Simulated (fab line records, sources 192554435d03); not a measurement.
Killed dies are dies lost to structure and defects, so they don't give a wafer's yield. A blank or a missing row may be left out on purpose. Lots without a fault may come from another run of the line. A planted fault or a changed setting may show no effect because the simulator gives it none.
Which tool did it? | flow n5_finfet | 11 lots, 33 wafers sampled, at 1 step of a route of 1938

WHAT THE GAUGES READ, wafer by wafer
N5_BEOL_M2_CD_MEAS_11: target cd 16.79 nm.
lot  | measured     | on        | cd_nm (nm)
L789 | day 6 10:46  | cd_sem-01 | 17.34 16.82 16.43
L790 | day 6 15:41  | cd_sem-02 | 16.62 16.73 16.90
L793 | day 7 16:48  | cd_sem-03 | 16.90 17.09 17.13
L794 | day 7 21:05  | cd_sem-03 | 16.96 16.65 16.81
L799 | day 9 06:46  | cd_sem-03 | 16.87 16.93 16.79
L800 | day 9 12:11  | cd_sem-03 | 16.68 16.72 16.88
L802 | day 9 19:38  | cd_sem-03 | 17.19 16.82 17.18
L807 | day 11 04:18 | cd_sem-02 | 16.93 17.17 17.15
L808 | day 11 07:10 | cd_sem-03 | 16.74 16.61 16.46
L809 | day 11 11:10 | cd_sem-02 | 16.70 16.49 16.84
L812 | day 12 20:08 | cd_sem-02 | 16.67 16.97 16.80

WHICH TOOL RAN EACH LOT (tool, then ch and the chambers of the sampled wafers, then the start)
The record holds no process step before these readings.

THE ANSWER, worked out from the rows above alone
Rule: what is usual is taken from the lots themselves. Put in order of their means at a reading, lots are off if they are a third of the lots or fewer, leave a main group of 4 or more, and stand apart from it by a gap of 3 or more times the standard deviation of the main group's means; of several such gaps the widest counts. A main group whose means are all the same, to the digits that the tables above print for the reading, isn't used. A lot without any number at a reading at which 4 lots or more have one is off too. The other lots that the step has rows for count as sound.
No lot is off at any reading shown: from this, nothing can be told.

WHAT THE SIMULATOR HAD PUT IN
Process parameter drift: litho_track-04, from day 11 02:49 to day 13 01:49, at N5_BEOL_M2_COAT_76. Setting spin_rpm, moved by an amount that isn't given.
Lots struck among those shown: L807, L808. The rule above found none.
